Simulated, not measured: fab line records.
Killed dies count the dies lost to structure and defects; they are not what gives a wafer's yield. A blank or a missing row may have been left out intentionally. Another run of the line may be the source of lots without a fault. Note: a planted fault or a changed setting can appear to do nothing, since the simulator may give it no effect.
Chamber matching | flow n5_finfet | N5_FIN_CUT_ETCH_20 on rie_diel-05: 4 sister chambers
The step etches SiARC in CF4, target depth 26 nm, time 43.3 s. 4 wafers are shown with their chamber, then 12 later ones without.

WAFERS PAIRED WITH THEIR CHAMBERS
wafer  | chamber | drypump_motor_current_A (A)
L080.1 | 2       | 6.6
L081.2 | 3       | 5.9
L085.4 | 0       | 6.6
L085.6 | 1       | 5.3

WAFERS WHOSE CHAMBER IS MISSING
wafer  | drypump_motor_current_A (A)
L087.2 | 6.6
L087.4 | 6.6
L087.6 | 6.6
L089.1 | 6.7
L089.3 | 5.3
L089.6 | 5.9
L092.2 | 6.6
L092.3 | 6.6
L092.5 | 5.3
L096.3 | 5.3
L096.5 | 5.9
L096.6 | 6.6

EACH ONE'S CHAMBER
wafer  | from the rows above     | in truth
L087.2 | can't be placed: 0 or 2 | 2
L087.4 | can't be placed: 0 or 2 | 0
L087.6 | can't be placed: 0 or 2 | 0
L089.1 | can't be placed: 0 or 2 | 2
L089.3 | 1                       | 1
L089.6 | 3                       | 3
L092.2 | can't be placed: 0 or 2 | 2
L092.3 | can't be placed: 0 or 2 | 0
L092.5 | 1                       | 1
L096.3 | 1                       | 1
L096.5 | 3                       | 3
L096.6 | can't be placed: 0 or 2 | 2
Correct placement for 5 of the 12. Not placeable from these rows: 7 (in 7, the candidates include the true chamber). 0 placed wrongly.
How it was worked out, from the rows above alone: a wafer's distance from a chamber is the root of the sum, over the readings, of the square of ((its reading less the chamber's mean) divided by the reading's scatter). The wafer belongs to the nearest chamber; if the next one is less than 2 further off, it can't be placed. Each chamber's mean is taken over the wafers shown for it. The scatter: with one shown wafer a chamber, the root of the mean of the squares of how far each hidden wafer lies from its nearest shown one.
